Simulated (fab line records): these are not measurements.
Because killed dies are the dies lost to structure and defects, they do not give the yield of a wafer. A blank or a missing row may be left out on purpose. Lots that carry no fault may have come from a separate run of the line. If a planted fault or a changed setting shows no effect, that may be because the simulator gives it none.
Matching of chambers -- flow n5Finfet -- rieDiel-02 running N5_BEOL_M6_DESCUM_33: 4 sister chambers
The step chemistry O2, time 7 s. 4 wafers are shown with their chamber, then 10 later ones without.

== EACH WAFER AND ITS CHAMBER ==
wafer,chamber,drypumpMotorCurrentA (A)
L085.4,1,6.0
L086.2,2,5.4
L086.5,3,5.8
L089.4,0,5.7

== WAFERS MISSING THEIR CHAMBER ==
wafer,drypumpMotorCurrentA (A)
L089.6,5.8
L091.2,5.3
L091.5,5.3
L091.6,6.0
L094.1,6.0
L094.4,5.4
L094.5,6.0
L092.4,6.0
L092.5,5.4
L092.6,6.1

== EACH ONE'S CHAMBER ==
wafer,from the rows above,in truth
L089.6,can't be placed: 3 or 0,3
L091.2,2,2
L091.5,2,2
L091.6,1,1
L094.1,1,1
L094.4,2,2
L094.5,1,1
L092.4,1,1
L092.5,2,2
L092.6,1,1
9 of 10 placed correctly. From these rows, 1 cannot be placed; in 1 the true chamber is one of the candidates. Placed wrongly: 0.
How it was worked out, from the rows above alone: a wafer's distance from a chamber is the root of the sum, over the readings, of the square of ((its reading less the chamber's mean) divided by the reading's scatter). If the next closest chamber is less than 2 further off than the closest, the wafer can't be placed; otherwise it belongs to the closest. Each chamber's mean is taken over the wafers shown for it. The scatter: root of mean squared gap, hidden wafer to nearest shown wafer, with one shown wafer a chamber.
